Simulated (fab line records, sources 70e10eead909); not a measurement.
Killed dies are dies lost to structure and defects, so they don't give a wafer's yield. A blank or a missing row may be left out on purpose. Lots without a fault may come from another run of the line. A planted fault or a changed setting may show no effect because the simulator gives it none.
A struck lot beside a sound one | flow nand_harc | 15 steps out of a route of 1302
Sound: wafers L598.1, L598.2, L598.3. Struck: wafer L604.3. (L604.6 of the same lot was not struck and is left out.) The cause comes at the end.
At each step with rows: each side's tool, then ch and its chambers, then its first start. Under that, the readings that differ: sound wafers | struck wafers | difference of the means | sigmas: that difference in standard deviations of wafers without a fault.
alike: readings whose means differ by less than 2 such deviations, and words and numbers that are the same on both sides. not compared: withheld readings, readings that some wafer has no value for, bounds like >300 that may hide the same value, and numbers for which the record gives no deviation and whose values overlap.
The two part at a step that has a row with sigmas, a row that says differs or no value, or rows on one side only. Numbers that don't overlap but have no deviation are shown without sigmas and don't part them. A reading that every wafer of one side lacks parts them only if that side has two wafers or more.

NHARC_A_CONTACT_DESCUM_13: chemistry O2, time 3 s.
  sound on rie_diel-10 ch 0,1,3, day 26 15:56; struck on rie_diel-09 ch 1, day 29 03:08
  reading                | sound | struck | difference | sigmas
  rf_hours_counter_h (h) | 2 2 2 | 57     | +55        |
  alike: chamber_pressure_mTorr, drypump_motor_current_A, oes_product_au, rf_vpp_V, showerhead_plenum_p_Torr, throttle_valve_pct
then, 1 step without rows for these wafers: NHARC_A_CONTACT_ETCH_88 (etches the open film in CF4, target depth 39 nm, time 65 s).
NHARC_A_CONTACT_ETCH_89: etches the open film in N2/H2, target depth 260 nm, time 475.3 s.
  sound on rie_diel-10 ch 0,1,3; struck on rie_diel-11 ch 2, day 29 04:05
  reading                | sound | struck | difference | sigmas
  rf_hours_counter_h (h) | 2 2 2 | 13     | +11        |
  alike: chamber_pressure_mTorr, drypump_motor_current_A, oes_product_au, rf_vpp_V, showerhead_plenum_p_Torr, throttle_valve_pct
then, 2 steps without rows for these wafers: NHARC_A_CONTACT_ETCH_30 (etches the open film in CF4/CHF3, target depth 72.6 nm, time 36.3 s); NHARC_A_CONTACT_ETCH_31 (etches the open film in O2/COS, target depth 2800 nm, time 728 s).
NHARC_A_CONTACT_ETCH_134: etches the open film in C4F8/O2/Ar, time 140 s, target depth 700 nm.
  sound on har_cap_etch-03 ch 0,1, day 26 17:04; struck on har_cap_etch-01 ch 0, day 29 05:10
  alike: chamber_pressure_mTorr
  not compared: rf_hours_counter_h
then, 2 steps without rows for these wafers: NHARC_A_CONTACT_ETCH_135 (etches the open film in C4F8/O2/Ar, time 311 s, target depth 1912 nm); NHARC_A_CONTACT_ETCH_136 (etches the open film in C4F8/O2/Ar, time 311 s, target depth 1912 nm).
NHARC_A_CONTACT_ETCH_137: etches the open film in C4F8/O2/Ar, time 311 s, target depth 1912 nm.
  sound on har_cap_etch-03 ch 0,1, day 26 17:48; struck on har_cap_etch-01 ch 0, day 29 05:57
  alike: chamber_pressure_mTorr
  not compared: rf_hours_counter_h
then, 1 step without rows for these wafers: NHARC_A_CONTACT_ETCH_138 (etches the open film in C4F8/O2/Ar, time 311 s, target depth 1914 nm).
NHARC_A_CONTACT_ETCH_139: etches the open film in C4F8/O2/Ar, time 195 s, target depth 840 nm.
  sound on har_cap_etch-03 ch 0,1, day 26 18:21; struck on har_cap_etch-01 ch 0, day 29 06:29
  reading                        | sound                | struck | difference | sigmas
  chamber_pressure_mTorr (mTorr) | 19.985 19.983 19.983 | 20.024 | +0.040     | +2
  not compared: rf_hours_counter_h
then, 1 step without rows for these wafers: NHARC_A_CONTACT_ETCH_92 (etches the open film in CH3F/O2, target depth 40 nm, time 85.7 s).
NHARC_A_CONTACT_ETCH_98: etches the open film in C4F6/O2, target depth 20 nm, time 10 s.
  sound on rie_diel-10 ch 0,1,2, day 26 19:02; struck on rie_diel-11 ch 2, day 29 07:04
  reading                | sound             | struck | difference | sigmas
  oes_product_au (a.u.)  | 0.928 0.930 0.945 | 0.779  | -0.155     | -6
  rf_hours_counter_h (h) | 3 3 3             | 13     | +10        |
  alike: chamber_pressure_mTorr, drypump_motor_current_A, rf_vpp_V, showerhead_plenum_p_Torr, throttle_valve_pct
NHARC_A_CONTACT_CD_MEAS_15:
  sound on cd_sem-02, day 26 19:07; struck on cd_sem-03, day 29 07:10
  alike: cd_nm
NHARC_END_SORT_01:
  the record has rows for the sound wafers here (prober-01 ch 0, day 28 17:29) and none for the struck ones

WHERE THEY PART
First at NHARC_A_CONTACT_ETCH_139; last, within this record, at NHARC_END_SORT_01.

WHY: what the simulator had put in
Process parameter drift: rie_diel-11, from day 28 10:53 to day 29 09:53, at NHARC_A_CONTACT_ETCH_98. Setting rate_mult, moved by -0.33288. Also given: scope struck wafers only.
